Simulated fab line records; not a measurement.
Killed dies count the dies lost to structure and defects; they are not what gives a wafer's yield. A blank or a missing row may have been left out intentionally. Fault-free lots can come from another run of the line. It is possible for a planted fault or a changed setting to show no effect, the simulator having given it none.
Which tool did it? | flow nand_harc | 22 lots, 66 wafers sampled, at 6 steps of a route of 1159

## WHAT EACH GAUGE READ, for each wafer
Not one reading of a measure or inspect step in the record can be checked against a usual standard deviation.

## TOOL THAT RAN EACH LOT (tool first, then ch and the chambers of the sampled wafers, then the start)
lot  | NHARC_A_SGD_CUT_STRIP_28                      | NHARC_A_WL_FILL_CVD_03        | NHARC_A_WL_FILL_ETCHBACK_17       | NHARC_A_CONTACT_DEP_29          | NHARC_A_CONTACT_ETCH_51                       | NHARC_A_CONTACT_ETCH_116
L075 | rie_diel-11 ch 2,3, day 15 15:10 or earlier   | cvd_w-01 ch 0,1, day 15 15:10 | rie_metal-02 ch 0,1, day 16 04:25 | pecvd-03 ch 0,1,2, day 16 20:01 | rie_diel-04 ch 1,2,3, day 16 23:48 or earlier | har_cap_etch-03 ch 0,1, day 16 23:48
L074 | rie_diel-01 ch 1,2,3, day 15 15:55 or earlier | cvd_w-02 ch 0,1, day 15 15:55 | rie_metal-03 ch 0,1, day 16 04:23 | pecvd-03 ch 0,1,2, day 16 19:38 | rie_diel-04 ch 1,2,3, day 16 23:10 or earlier | har_cap_etch-02 ch 0,1, day 16 23:10
L077 | rie_diel-06 ch 0,1,2, day 15 18:59 or earlier | cvd_w-01 ch 0,1, day 15 18:59 | rie_metal-03 ch 0,1, day 16 08:41 | pecvd-03 ch 0,2, day 17 00:51   | rie_diel-04 ch 0,1,2, day 17 03:46 or earlier | har_cap_etch-01 ch 0,1, day 17 03:46
L076 | rie_diel-01 ch 0,1,3, day 15 18:41 or earlier | cvd_w-02 ch 0,1, day 15 18:41 | rie_metal-02 ch 0,1, day 16 08:44 | pecvd-03 ch 0,2, day 17 01:02   | rie_diel-04 ch 2,3, day 17 04:14 or earlier   | har_cap_etch-02 ch 0,1, day 17 04:14
L078 | rie_diel-11 ch 0,1,3, day 15 21:32 or earlier | cvd_w-02 ch 0, day 15 21:32   | rie_metal-03 ch 0,1, day 16 14:23 | pecvd-03 ch 0,1,2, day 17 11:10 | rie_diel-04 ch 0,1,2, day 17 14:10 or earlier | har_cap_etch-01 ch 0,1, day 17 14:10
L080 | rie_diel-11 ch 0,1,3, day 16 08:17 or earlier | cvd_w-01 ch 0,1, day 16 08:17 | rie_metal-01 ch 0,1, day 17 02:23 | pecvd-01 ch 0,1,2, day 18 01:25 | rie_diel-05 ch 1,3, day 18 04:08 or earlier   | har_cap_etch-01 ch 0,1, day 18 04:08
L081 | rie_diel-06 ch 0,1,2, day 16 08:55 or earlier | cvd_w-02 ch 0,1, day 16 08:55 | rie_metal-03 ch 0,1, day 17 00:50 | pecvd-04 ch 0,1,2, day 17 22:04 | rie_diel-05 ch 1,3, day 18 00:51 or earlier   | har_cap_etch-02 ch 0,1, day 18 00:51
L079 | rie_diel-11 ch 0,2,3, day 16 21:57 or earlier | cvd_w-01 ch 0,1, day 16 21:57 | rie_metal-01 ch 0,1, day 17 12:46 | pecvd-04 ch 0,1, day 18 09:12   | rie_diel-04 ch 0,1,3, day 18 12:04 or earlier | har_cap_etch-01 ch 0,1, day 18 12:04
L083 | rie_diel-06 ch 0,1,2, day 17 10:31 or earlier | cvd_w-02 ch 0,1, day 17 10:31 | rie_metal-03 ch 0,1, day 18 00:26 | pecvd-03 ch 0,1, day 18 15:25   | rie_diel-05 ch 1,2,3, day 18 18:08 or earlier | har_cap_etch-02 ch 0,1, day 18 18:08
L082 | rie_diel-01 ch 0,3, day 17 10:34 or earlier   | cvd_w-01 ch 1, day 17 10:34   | rie_metal-02 ch 0,1, day 18 00:37 | pecvd-03 ch 0,2, day 18 17:08   | rie_diel-02 ch 0,1,3, day 18 19:51 or earlier | har_cap_etch-03 ch 0,1, day 18 19:51
L084 | rie_diel-01 ch 0,1,3, day 17 19:35 or earlier | cvd_w-02 ch 0,1, day 17 19:35 | rie_metal-02 ch 0,1, day 18 09:44 | pecvd-03 ch 0,1, day 19 00:07   | rie_diel-02 ch 1,3, day 19 02:59 or earlier   | har_cap_etch-03 ch 0,1, day 19 02:59
L085 | rie_diel-06 ch 2,3, day 18 04:24 or earlier   | cvd_w-01 ch 1, day 18 04:24   | rie_metal-03 ch 0,1, day 18 17:11 | pecvd-03 ch 0,1,2, day 19 07:19 | rie_diel-04 ch 0,1,3, day 19 09:55 or earlier | har_cap_etch-03 ch 0,1, day 19 09:55
L087 | rie_diel-11 ch 0,2, day 18 12:11 or earlier   | cvd_w-02 ch 0,1, day 18 12:11 | rie_metal-01 ch 0, day 19 02:11   | pecvd-03 ch 0,2, day 19 17:08   | rie_diel-05 ch 0,1,2, day 19 19:53 or earlier | har_cap_etch-02 ch 0,1, day 19 19:53
L086 | rie_diel-01 ch 0,2,3, day 18 13:35 or earlier | cvd_w-01 ch 0,1, day 18 13:35 | rie_metal-03 ch 0,1, day 19 02:16 | pecvd-03 ch 0,1,2, day 19 18:33 | rie_diel-05 ch 0,3, day 19 21:08 or earlier   | har_cap_etch-01 ch 0,1, day 19 21:08
L090 | rie_diel-01 ch 1,2, day 19 03:57 or earlier   | cvd_w-01 ch 0,1, day 19 03:57 | rie_metal-02 ch 0,1, day 19 20:37 | pecvd-01 ch 0,1, day 20 11:04   | rie_diel-05 ch 0,2,3, day 20 13:39 or earlier | har_cap_etch-03 ch 0,1, day 20 13:39
L089 | rie_diel-06 ch 0,1,2, day 19 04:01 or earlier | cvd_w-02 ch 0,1, day 19 04:01 | rie_metal-03 ch 0,1, day 19 20:43 | pecvd-03 ch 0,1,2, day 20 12:40 | rie_diel-02 ch 0,1,2, day 20 15:28 or earlier | har_cap_etch-02 ch 0,1, day 20 15:28
L094 | rie_diel-11 ch 0,1, day 19 12:11 or earlier   | cvd_w-01 ch 0,1, day 19 12:11 | rie_metal-02 ch 0,1, day 20 05:23 | pecvd-04 ch 1,2, day 21 06:14   | rie_diel-04 ch 0,1, day 21 08:59 or earlier   | har_cap_etch-01 ch 1, day 21 08:59
L091 | rie_diel-01 ch 1,2,3, day 19 12:36 or earlier | cvd_w-02 ch 0,1, day 19 12:36 | rie_metal-01 ch 0,1, day 20 05:16 | pecvd-01 ch 0,1, day 21 02:14   | rie_diel-04 ch 1,2,3, day 21 04:56 or earlier | har_cap_etch-02 ch 0,1, day 21 04:56
L092 | rie_diel-11 ch 0,1,3, day 19 16:26 or earlier | cvd_w-02 ch 0,1, day 19 16:26 | rie_metal-01 ch 0,1, day 20 07:58 | pecvd-03 ch 0,1, day 21 10:07   | rie_diel-02 ch 0,2,3, day 21 12:49 or earlier | har_cap_etch-03 ch 0,1, day 21 12:49
L096 | rie_diel-11 ch 0,2, day 20 11:33 or earlier   | cvd_w-02 ch 0,1, day 20 11:33 | rie_metal-03 ch 0, day 21 00:28   | pecvd-01 ch 0,2, day 21 19:46   | rie_diel-04 ch 0,1,2, day 21 22:30 or earlier | har_cap_etch-03 ch 0,1, day 21 22:30
L095 | rie_diel-06 ch 0,3, day 20 13:29 or earlier   | cvd_w-01 ch 0,1, day 20 13:29 | rie_metal-03 ch 0,1, day 21 03:23 | pecvd-03 ch 0,1,2, day 22 01:57 | rie_diel-04 ch 1,3, day 22 05:05 or earlier   | har_cap_etch-01 ch 0,1, day 22 05:05
L097 | rie_diel-06 ch 0,1,3, day 20 10:36 or earlier | cvd_w-01 ch 0,1, day 20 10:36 | rie_metal-02 ch 0,1, day 21 00:26 | pecvd-01 ch 0,1,2, day 21 20:49 | rie_diel-04 ch 1,2,3, day 21 23:31 or earlier | har_cap_etch-02 ch 0,1, day 21 23:31
- NHARC_A_SGD_CUT_STRIP_28: strips in O2, time 20 s.
- NHARC_A_WL_FILL_CVD_03: deposits W, target thk 40 nm, time 3302 s.
- NHARC_A_WL_FILL_ETCHBACK_17: etches the open film in Cl2/BCl3, target depth 4 nm, time 26.7 s.
- NHARC_A_CONTACT_DEP_29: deposits SiON, target thk 70 nm.
- NHARC_A_CONTACT_ETCH_51: etches the open film in O2/COS, target depth 3600 nm, time 936 s.
- NHARC_A_CONTACT_ETCH_116: etches the open film in C4F8/O2/Ar, time 94 s, target depth 922 nm.

## AS READ BY THE TOOLS THEMSELVES (means over the sampled wafers that have a number; for cases with no such wafer, the mark the record gives instead)
NHARC_A_SGD_CUT_STRIP_28. Usual: chamber_pressure_mTorr 60.00 mTorr, standard deviation 0.06; drypump_motor_current_A 5.9 A, standard deviation 0.57; mfc_ar_sccm 0.007 sccm, standard deviation 0.0097; o2_flow_sccm 500.1 sccm, standard deviation 1.5; oes_product_au 1.000 a.u., standard deviation 0.0075; rf_vpp_V 57.8 V, standard deviation 0.85; showerhead_plenum_p_Torr 3.56 Torr, standard deviation 0.12; throttle_valve_pct 17.035 %, standard deviation 0.01.
lot  | tool        | chamber_pressure_mTorr (mTorr) | drypump_motor_current_A (A) | mfc_ar_sccm (sccm) | o2_flow_sccm (sccm) | oes_product_au (a.u.) | rf_vpp_V (V) | showerhead_plenum_p_Torr (Torr) | throttle_valve_pct (%) | flag
L075 | rie_diel-11 | 60.00                          | 5.8                         | 0.000              | 500.1               | 0.991                 | 58.2         | 3.62                            | 17.030                 |
L074 | rie_diel-01 | 60.05                          | 5.8                         | 0.007              | 500.6               | 1.002                 | 58.6         | 3.67                            | 17.035                 |
L077 | rie_diel-06 | 60.05                          | 5.9                         | 0.011              | 499.6               | 0.993                 | 58.2         | 3.51                            | 17.037                 |
L076 | rie_diel-01 | 59.98                          | 6.4                         | 0.007              | 499.6               | 1.004                 | 58.5         | 3.64                            | 17.041                 |
L078 | rie_diel-11 | 60.04                          | 6.1                         | 0.010              | 498.9               | 0.995                 | 57.6         | 3.47                            | 17.026                 |
L080 | rie_diel-11 | 59.99                          | 6.1                         | 0.010              | 500.1               | 0.998                 | 57.4         | 3.47                            | 17.039                 |
L081 | rie_diel-06 | 60.03                          | 5.9                         | 0.011              | 501.0               | 1.010                 | 57.7         | 3.51                            | 17.035                 |
L079 | rie_diel-11 | 60.00                          | 6.0                         | 0.000              | 498.3               | 0.991                 | 57.5         | 3.52                            | 17.034                 |
L083 | rie_diel-06 | 60.04                          | 5.9                         | 0.011              | 499.9               | 1.006                 | 58.0         | 3.51                            | 17.034                 |
L082 | rie_diel-01 | 60.04                          | 6.6                         | 0.000              | 500.1               | 1.001                 | 57.6         | 3.60                            | 17.042                 |
L084 | rie_diel-01 | 60.02                          | 6.4                         | 0.007              | 499.3               | 0.999                 | 58.7         | 3.63                            | 17.032                 |
L085 | rie_diel-06 | 59.99                          | 5.7                         | 0.003              | 500.3               | 1.001                 | 57.3         | 3.56                            | 17.041                 |
L087 | rie_diel-11 | 60.02                          | 6.3                         | 0.000              | 501.6               | 1.007                 | 58.1         | 3.49                            | 17.028                 |
L086 | rie_diel-01 | 60.07                          | 6.0                         | 0.000              | 500.6               | 0.998                 | 57.4         | 3.64                            | 17.040                 |
L090 | rie_diel-01 | 59.95                          | 5.2                         | 0.007              | 500.7               | 1.004                 | 57.7         | 3.71                            | 17.036                 |
L089 | rie_diel-06 | 59.98                          | 5.9                         | 0.011              | 501.1               | 0.994                 | 57.5         | 3.51                            | 17.032                 |
L094 | rie_diel-11 | 59.97                          | 6.5                         | 0.010              | 499.5               | 1.002                 | 57.1         | 3.45                            | 17.042                 |
L091 | rie_diel-01 | 60.03                          | 5.8                         | 0.007              | 499.8               | 1.004                 | 57.7         | 3.67                            | 17.043                 |
L092 | rie_diel-11 | 60.01                          | 6.1                         | 0.010              | 501.2               | 1.002                 | 58.1         | 3.46                            | 17.029                 |
L096 | rie_diel-11 | 60.01                          | 6.3                         | 0.000              | 501.1               | 0.999                 | 56.7         | 3.49                            | 17.042                 |
L095 | rie_diel-06 | 60.00                          | 5.7                         | 0.011              | 499.0               | 1.002                 | 56.8         | 3.40                            | 17.027                 |
L097 | rie_diel-06 | 59.96                          | 5.5                         | 0.012              | 501.1               | 0.997                 | 57.4         | 3.45                            | 17.045                 |

NHARC_A_WL_FILL_CVD_03. Usual: heater_power_w 480 W, standard deviation 86; mfc_ar_sccm 1560 sccm, standard deviation 4.9; throttle_valve_pct 7.93 %, standard deviation 0.27.
lot  | tool     | heater_power_w (W) | mfc_ar_sccm (sccm) | throttle_valve_pct (%) | flag
L075 | cvd_w-01 | 412                | 1560               | 7.90                   |
L074 | cvd_w-02 | 508                | 1556               | 7.91                   |
L077 | cvd_w-01 | 500                | 1560               | 7.92                   |
L076 | cvd_w-02 | 495                | 1564               | 7.93                   |
L078 | cvd_w-02 | 487                | 1556               | 8.06                   |
L080 | cvd_w-01 | 409                | 1563               | 7.67                   |
L081 | cvd_w-02 | 500                | 1561               | 8.13                   |
L079 | cvd_w-01 | 495                | 1555               | 7.87                   |
L083 | cvd_w-02 | 492                | 1563               | 7.77                   |
L082 | cvd_w-01 | 576                | 1557               | 7.84                   |
L084 | cvd_w-02 | 492                | 1555               | 8.19                   |
L085 | cvd_w-01 | 576                | 1555               | 7.94                   |
L087 | cvd_w-02 | 490                | 1556               | 7.99                   |
L086 | cvd_w-01 | 501                | 1562               | 8.03                   |
L090 | cvd_w-01 | 420                | 1563               | 7.74                   |
L089 | cvd_w-02 | 492                | 1565               | 7.95                   |
L094 | cvd_w-01 | 418                | 1561               | 7.83                   |
L091 | cvd_w-02 | 491                | 1557               | 8.10                   |
L092 | cvd_w-02 | 498                | 1558               | 8.25                   |
L096 | cvd_w-02 | 497                | 1560               | 7.98                   |
L095 | cvd_w-01 | 413                | 1555               | 7.89                   |
L097 | cvd_w-01 | 412                | 1555               | 7.87                   |

NHARC_A_WL_FILL_ETCHBACK_17. Usual: chamber_pressure_mTorr 10.001 mTorr, standard deviation 0.01; drypump_motor_current_A 6.2 A, standard deviation 0.4; oes_product_au 1.002 a.u., standard deviation 0.0082.
lot  | tool         | chamber_pressure_mTorr (mTorr) | drypump_motor_current_A (A) | oes_product_au (a.u.) | flag
L075 | rie_metal-02 | 10.000                         | 6.6                         | 0.998                 |
L074 | rie_metal-03 | 10.004                         | 6.3                         | 1.005                 |
L077 | rie_metal-03 | 9.998                          | 6.3                         | 1.006                 |
L076 | rie_metal-02 | 9.994                          | 6.6                         | 0.997                 |
L078 | rie_metal-03 | 9.992                          | 6.3                         | 1.002                 |
L080 | rie_metal-01 | 9.999                          | 5.6                         | 1.002                 |
L081 | rie_metal-03 | 9.998                          | 6.2                         | 0.999                 |
L079 | rie_metal-01 | 9.993                          | 5.6                         | 1.000                 |
L083 | rie_metal-03 | 10.009                         | 6.3                         | 1.001                 |
L082 | rie_metal-02 | 10.002                         | 6.6                         | 1.005                 |
L084 | rie_metal-02 | 10.007                         | 6.6                         | 1.010                 |
L085 | rie_metal-03 | 9.990                          | 6.3                         | 1.005                 |
L087 | rie_metal-01 | 10.003                         | 5.4                         | 0.985                 |
L086 | rie_metal-03 | 10.010                         | 6.3                         | 1.007                 |
L090 | rie_metal-02 | 9.999                          | 6.6                         | 0.995                 |
L089 | rie_metal-03 | 9.998                          | 6.3                         | 1.013                 |
L094 | rie_metal-02 | 9.998                          | 6.6                         | 1.009                 |
L091 | rie_metal-01 | 9.995                          | 5.5                         | 0.991                 |
L092 | rie_metal-01 | 10.005                         | 5.6                         | 0.993                 |
L096 | rie_metal-03 | 10.010                         | 6.4                         | 1.003                 |
L095 | rie_metal-03 | 10.005                         | 6.2                         | 1.007                 |
L097 | rie_metal-02 | 10.004                         | 6.6                         | 1.007                 |

NHARC_A_CONTACT_DEP_29. Usual: heater_power_w 730 W, standard deviation 88; showerhead_vpp_V 1199 V, standard deviation 42.
lot  | tool     | heater_power_w (W) | showerhead_vpp_V (V) | flag
L075 | pecvd-03 | 761                | 1220                 |
L074 | pecvd-03 | 771                | 1215                 |
L077 | pecvd-03 | 678                | 1211                 |
L076 | pecvd-03 | 751                | 1219                 |
L078 | pecvd-03 | 784                | 1217                 |
L080 | pecvd-01 | 653                | 1186                 |
L081 | pecvd-04 | 738                | 1139                 |
L079 | pecvd-04 | 745                | 1127                 |
L083 | pecvd-03 | 838                | 1227                 |
L082 | pecvd-03 | 736                | 1226                 |
L084 | pecvd-03 | 775                | 1212                 |
L085 | pecvd-03 | 722                | 1225                 |
L087 | pecvd-03 | 725                | 1223                 |
L086 | pecvd-03 | 760                | 1233                 |
L090 | pecvd-01 | 638                | 1162                 |
L089 | pecvd-03 | 693                | 1218                 |
L094 | pecvd-04 | 761                | 1159                 |
L091 | pecvd-01 | 729                | 1152                 |
L092 | pecvd-03 | 776                | 1217                 |
L096 | pecvd-01 | 678                | 1177                 |
L095 | pecvd-03 | 726                | 1227                 |
L097 | pecvd-01 | 664                | 1166                 |

NHARC_A_CONTACT_ETCH_51. Usual: chamber_pressure_mTorr 20.002 mTorr, standard deviation 0.018; drypump_motor_current_A 5.7 A, standard deviation 0.56; mfc_ar_sccm 0.009 sccm, standard deviation 0.011; o2_flow_sccm 400.0 sccm, standard deviation 1.2; oes_product_au 1.002 a.u., standard deviation 0.0068; rf_vpp_V 313.3 V, standard deviation 1.9; showerhead_plenum_p_Torr 3.06 Torr, standard deviation 0.13; throttle_valve_pct 28.331 %, standard deviation 0.0099.
lot  | tool        | chamber_pressure_mTorr (mTorr) | drypump_motor_current_A (A) | mfc_ar_sccm (sccm) | o2_flow_sccm (sccm) | oes_product_au (a.u.) | rf_vpp_V (V) | showerhead_plenum_p_Torr (Torr) | throttle_valve_pct (%) | flag
L075 | rie_diel-04 | 20.001                         | 5.1                         | 0.004              | 399.2               | 0.998                 | 312.3        | 3.06                            | 28.332                 |
L074 | rie_diel-04 | 19.999                         | 5.1                         | 0.004              | 400.0               | 1.002                 | 313.6        | 3.06                            | 28.327                 |
L077 | rie_diel-04 | 20.001                         | 5.7                         | 0.008              | 399.7               | 1.000                 | 313.3        | 3.13                            | 28.332                 |
L076 | rie_diel-04 | 19.991                         | 5.1                         | 0.004              | 400.2               | 1.004                 | 313.9        | 3.15                            | 28.323                 |
L078 | rie_diel-04 | 19.994                         | 5.7                         | 0.008              | 398.9               | 1.001                 | 314.0        | 3.13                            | 28.330                 |
L080 | rie_diel-05 | 19.992                         | 6.4                         | 0.014              | 397.9               | 1.005                 | 314.3        | 3.09                            | 28.328                 |
L081 | rie_diel-05 | 20.018                         | 6.4                         | 0.014              | 399.6               | 0.994                 | 313.8        | 3.09                            | 28.324                 |
L079 | rie_diel-04 | 20.008                         | 5.5                         | 0.012              | 400.1               | 1.003                 | 313.1        | 3.01                            | 28.329                 |
L083 | rie_diel-05 | 19.998                         | 6.3                         | 0.013              | 400.1               | 1.001                 | 314.1        | 3.15                            | 28.334                 |
L082 | rie_diel-02 | 19.999                         | 6.1                         | 0.007              | 399.8               | 1.002                 | 311.2        | 2.91                            | 28.338                 |
L084 | rie_diel-02 | 19.999                         | 6.3                         | 0.000              | 399.5               | 1.004                 | 311.5        | 2.91                            | 28.324                 |
L085 | rie_diel-04 | 19.995                         | 5.5                         | 0.012              | 400.4               | 1.003                 | 312.5        | 3.01                            | 28.338                 |
L087 | rie_diel-05 | 20.009                         | 5.9                         | 0.018              | 399.7               | 1.000                 | 313.4        | 3.16                            | 28.335                 |
L086 | rie_diel-05 | 19.993                         | 6.1                         | 0.013              | 399.9               | 1.009                 | 313.9        | 3.12                            | 28.332                 |
L090 | rie_diel-05 | 20.015                         | 6.2                         | 0.007              | 401.5               | 1.000                 | 313.7        | 3.16                            | 28.337                 |
L089 | rie_diel-02 | 20.001                         | 5.8                         | 0.011              | 398.4               | 1.008                 | 312.1        | 2.95                            | 28.331                 |
L094 | rie_diel-04 | 19.984                         | 6.0                         | 0.015              | 400.5               | 1.000                 | 314.0        | 3.08                            | 28.337                 |
L091 | rie_diel-04 | 20.019                         | 5.1                         | 0.004              | 401.1               | 1.002                 | 313.3        | 3.05                            | 28.321                 |
L092 | rie_diel-02 | 20.007                         | 5.8                         | 0.011              | 399.7               | 1.007                 | 311.8        | 2.95                            | 28.330                 |
L096 | rie_diel-04 | 20.009                         | 5.7                         | 0.008              | 400.2               | 0.997                 | 313.9        | 3.12                            | 28.319                 |
L095 | rie_diel-04 | 19.992                         | 5.0                         | 0.008              | 400.2               | 1.000                 | 311.8        | 2.94                            | 28.326                 |
L097 | rie_diel-04 | 20.010                         | 5.1                         | 0.004              | 400.2               | 1.002                 | 313.0        | 3.05                            | 28.336                 |

NHARC_A_CONTACT_ETCH_116. Usual: chamber_pressure_mTorr 20.000 mTorr, standard deviation 0.017; oes_air_line_au 1.000 a.u., standard deviation 0.021.
lot  | tool            | chamber_pressure_mTorr (mTorr) | oes_air_line_au (a.u.) | flag
L075 | har_cap_etch-03 | 19.991                         | 1.000                  |
L074 | har_cap_etch-02 | 20.008                         | 1.023                  |
L077 | har_cap_etch-01 | 19.994                         | 1.023                  |
L076 | har_cap_etch-02 | 20.017                         | 0.993                  |
L078 | har_cap_etch-01 | 19.996                         | 1.011                  |
L080 | har_cap_etch-01 | 19.981                         | 0.999                  |
L081 | har_cap_etch-02 | 20.002                         | 1.021                  |
L079 | har_cap_etch-01 | 20.008                         | 1.017                  |
L083 | har_cap_etch-02 | 19.996                         | 0.992                  |
L082 | har_cap_etch-03 | 20.011                         | 0.999                  |
L084 | har_cap_etch-03 | 19.985                         | 1.000                  |
L085 | har_cap_etch-03 | 19.998                         | 0.987                  |
L087 | har_cap_etch-02 | 20.023                         | 0.980                  |
L086 | har_cap_etch-01 | 19.997                         | 0.977                  |
L090 | har_cap_etch-03 | 20.003                         | 0.994                  |
L089 | har_cap_etch-02 | 20.019                         | 0.993                  |
L094 | har_cap_etch-01 | 20.011                         | 1.006                  |
L091 | har_cap_etch-02 | 20.001                         | 1.011                  |
L092 | har_cap_etch-03 | 20.008                         | 1.005                  |
L096 | har_cap_etch-03 | 20.007                         | 0.988                  |
L095 | har_cap_etch-01 | 19.996                         | 0.983                  |
L097 | har_cap_etch-02 | 19.994                         | 1.000                  |

## THE ANSWER, worked out from the rows above alone
Rule: a lot counts as off when the mean over its wafers that have a number is more than 3 standard deviations away from the usual mean. A lot without any number at a reading at which 4 lots or more have one is off too. The other lots that the step has rows for count as sound. After the gauges, taken in route order, come the tools' own readings; for these a lot's mean is taken, as printed above. The first step at which some lot is off is used, and at that step the reading that is off furthest; a lot without a number counts as furthest.
No lot is off at any reading shown: from this, nothing can be told.

## WHAT THE SIMULATOR PUT IN
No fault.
